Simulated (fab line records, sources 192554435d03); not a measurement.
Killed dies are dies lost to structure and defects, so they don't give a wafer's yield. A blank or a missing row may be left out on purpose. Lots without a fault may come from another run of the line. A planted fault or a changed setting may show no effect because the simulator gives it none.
Which tool did it? | flow n5_finfet | 24 lots, 72 wafers sampled, at 2 steps of a route of 1938

WHAT THE GAUGES READ, wafer by wafer
N5_BEOL_M5_OVL_MEAS_12.
lot  | measured     | on         | M5_OVL (nm)
L074 | day 7 14:41  | overlay-02 | 0.2 0.4 0.5
L075 | day 8 11:41  | overlay-01 | -0.5 -0.5 0.4
L076 | day 8 14:17  | overlay-02 | -0.1 -0.4 -0.4
L077 | day 8 16:36  | overlay-02 | -0.2 0.0 -0.2
L078 | day 8 20:02  | overlay-01 | -0.7 -1.4 -0.4
L079 | day 9 06:46  | overlay-01 | -0.4 -0.2 -0.2
L080 | day 9 14:54  | overlay-02 | -1.2 -0.9 -0.9
L082 | day 9 17:06  | overlay-01 | 0.2 -0.9 0.0
L081 | day 9 21:56  | overlay-01 | -0.3 0.4 -1.2
L083 | day 10 00:53 | overlay-02 | 1.0 1.0 -0.1
L084 | day 10 12:48 | overlay-02 | 0.8 -0.4 -0.2
L085 | day 10 14:44 | overlay-01 | 0.8 0.7 1.0
L087 | day 11 05:16 | overlay-01 | -0.4 -0.5 -0.3
L086 | day 11 08:47 | overlay-01 | 0.7 0.0 1.7
L089 | day 11 11:52 | overlay-02 | 0.1 0.6 0.3
L088 | day 11 18:14 | overlay-02 | 0.1 0.1 0.4
L090 | day 11 20:56 | overlay-02 | -0.2 -0.3 0.0
L091 | day 12 07:48 | overlay-02 | 0.1 0.1 -0.1
L092 | day 12 14:20 | overlay-01 | 0.2 0.1 -1.4
L094 | day 12 17:41 | overlay-02 | -1.1 -0.4 -1.0
L093 | day 12 17:08 | overlay-01 | 0.4 -0.6 0.5
L095 | day 13 00:17 | overlay-01 | 0.5 0.1 -0.3
L096 | day 13 09:25 | overlay-02 | -0.9 0.0 -0.5
L097 | day 14 00:56 | overlay-01 | 0.1 0.8 0.2

WHICH TOOL RAN EACH LOT (tool, then ch and the chambers of the sampled wafers, then the start)
lot  | N5_BEOL_M4_ANNEAL_95
L074 | pvd_sputter-02, day 7 10:38
L075 | pvd_sputter-01, day 8 06:53
L076 | pvd_sputter-01, day 8 10:34
L077 | pvd_sputter-01, day 8 12:47
L078 | pvd_sputter-03, day 8 15:47
L079 | pvd_sputter-02, day 9 03:17
L080 | pvd_sputter-01, day 9 11:16
L082 | pvd_sputter-03, day 9 13:04
L081 | pvd_sputter-03, day 9 18:30
L083 | pvd_sputter-02, day 9 18:58
L084 | pvd_sputter-01, day 10 09:04
L085 | pvd_sputter-01, day 10 10:55
L087 | pvd_sputter-01, day 11 00:10
L086 | pvd_sputter-02, day 11 04:58
L089 | pvd_sputter-03, day 11 07:43
L088 | pvd_sputter-02, day 11 13:55
L090 | pvd_sputter-01, day 11 15:19
L091 | pvd_sputter-03, day 12 03:08
L092 | pvd_sputter-01, day 12 08:13
L094 | pvd_sputter-01, day 12 13:10
L093 | pvd_sputter-02, day 12 13:22
L095 | pvd_sputter-03, day 12 19:08
L096 | pvd_sputter-03, day 13 05:03
L097 | pvd_sputter-03, day 13 20:54
- N5_BEOL_M4_ANNEAL_95: time 240 s.

WHAT THE TOOLS THEMSELVES READ (means of the sampled wafers that have a number; where no wafer has one, the mark that the record gives instead)
N5_BEOL_M4_ANNEAL_95.
lot  | tool           | heater_power_w (W)
L074 | pvd_sputter-02 | 798
L075 | pvd_sputter-01 | 903
L076 | pvd_sputter-01 | 898
L077 | pvd_sputter-01 | 888
L078 | pvd_sputter-03 | 762
L079 | pvd_sputter-02 | 787
L080 | pvd_sputter-01 | 903
L082 | pvd_sputter-03 | 827
L081 | pvd_sputter-03 | 809
L083 | pvd_sputter-02 | 802
L084 | pvd_sputter-01 | 840
L085 | pvd_sputter-01 | 806
L087 | pvd_sputter-01 | 914
L086 | pvd_sputter-02 | 790
L089 | pvd_sputter-03 | 802
L088 | pvd_sputter-02 | 721
L090 | pvd_sputter-01 | 799
L091 | pvd_sputter-03 | 814
L092 | pvd_sputter-01 | 816
L094 | pvd_sputter-01 | 893
L093 | pvd_sputter-02 | 790
L095 | pvd_sputter-03 | 857
L096 | pvd_sputter-03 | 805
L097 | pvd_sputter-03 | 835

THE ANSWER, worked out from the rows above alone
Rule: what is usual is taken from the lots themselves. Put in order of their means at a reading, lots are off if they are a third of the lots or fewer, leave a main group of 4 or more, and stand apart from it by a gap of 3 or more times the standard deviation of the main group's means; of several such gaps the widest counts. A main group whose means are all the same, to the digits that the tables above print for the reading, isn't used. A lot without any number at a reading at which 4 lots or more have one is off too. The other lots that the step has rows for count as sound. The gauges are gone through in route order, then the tools' own readings, and for those a lot's mean is taken as printed above. The first step at which some lot is off is used, and at that step the reading that is off furthest; a lot without a number counts as furthest.
No lot is off at any reading shown: from this, nothing can be told.

WHAT THE SIMULATOR HAD PUT IN
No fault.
